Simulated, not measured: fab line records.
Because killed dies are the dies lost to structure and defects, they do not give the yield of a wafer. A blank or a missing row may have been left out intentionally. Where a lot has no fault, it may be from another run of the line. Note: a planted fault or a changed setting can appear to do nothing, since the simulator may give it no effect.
A struck lot beside a sound one ; flow nand harc ; 14 steps out of a route of 1302
Sound: these wafers, L538.1, L538.2, L538.5. Struck: wafers L549.3, L549.4, L549.5. Last of all comes the cause.
Each step with rows lists, per side, the tool, then ch with its chambers, then its first start. Under that, the readings that differ: sound wafers ; struck wafers ; difference of the means ; sigmas: that difference in standard deviations of wafers without a fault.
alike: same words and numbers on both sides, and readings whose means sit less than 2 such deviations apart. not compared: any withheld reading, any reading some wafer has no value for, any bound like >300 that may hide the same value, and any number with overlapping values for which the record gives no deviation.
Wherever a step has rows on one side only, a row that says differs or no value, or a row with sigmas, the two part there. Numbers that have no deviation but don't overlap get no sigmas and don't part them. A reading that every wafer of one side lacks parts them only if that side has two wafers or more.

NHARC_P_M1_CMP_23: polishes, t overpolish 20 s, target thk 157.82 nm.
  sound on cmp-03 ch 1,2,3, day 7 01:00; struck on cmp-01 ch 0,2, day 11 12:42
  alike: motor current A, time to endpoint s
  not compared: pad life wafers
NHARC_P_M1_THK_MEAS_24: measures by xrf.
  struck on film metro-02, day 11 12:59; sound on film metro-02, day 7 01:19
  alike: thk nm
after that, 1 step had no rows for these wafers: NHARC_P_M1_SRD_25.
NHARC_P_M1_INSPECT_27:
  struck on defect inspect-02, day 11 13:09; sound on defect inspect-01, day 7 01:28
  alike: raw defect count
NHARC_P_M1_PRE_CLEAN_32: time 12 s.
  sound on pecvd-04 ch 1,2, day 7 01:33; struck on pecvd-01 ch 0,1,2, day 11 13:14
  alike: heater power w
NHARC_P_M1_DEP_33: deposits SiCN, target thk 30 nm.
  sound on pecvd-04 ch 1,2, day 7 01:40; struck on pecvd-01 ch 0,1,2, day 11 13:20
  alike: heater power w
then, 5 steps without rows for these wafers: NHARC_P_M2_DEP_00 (deposits SiOC, target thk 182.5 nm); NHARC_P_M2_DEHYDRATE_01 (time 120 s); NHARC_P_M2_HMDS_02 (time 30 s); NHARC_P_M2_COAT_34 (time 65 s); NHARC_P_M2_COAT_03 (resist thk 90 nm).
NHARC_P_M2_SOFTBAKE_04: time 55 s.
  sound on litho track-04 ch 0, day 7 02:00; struck on litho track-04 ch 0, day 11 14:00
reading;sound;struck;difference;sigmas
heater power total W (W);188.69 188.32 188.37;212.47 212.42 212.60;+24.04;+99 or more
after that, 1 step had no rows for these wafers: NHARC_P_M2_EBR_05.
-- break in the record here, with 18 days between the starts of the struck wafers on either side (left off in module P_M2, picked up again in module END, where the first step shown is number 1302 on the route) --
NHARC_END_SORT_01:
  sound on prober-01 ch 0, day 25 04:56; struck on prober-02 ch 0, day 30 01:22
  alike: defect limited yield, killed at array, killed at other, killed at periphery, killed dies, killed open, killed short

## WHERE THEY PART
Only at NHARC_P_M2_SOFTBAKE_04, as far as this record shows. Later steps at which nothing parts them and some readings are alike: NHARC_END_SORT_01.

WHY: whatever the simulator had introduced
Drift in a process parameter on litho track-04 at NHARC_P_M2_SOFTBAKE_04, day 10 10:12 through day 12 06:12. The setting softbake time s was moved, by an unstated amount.
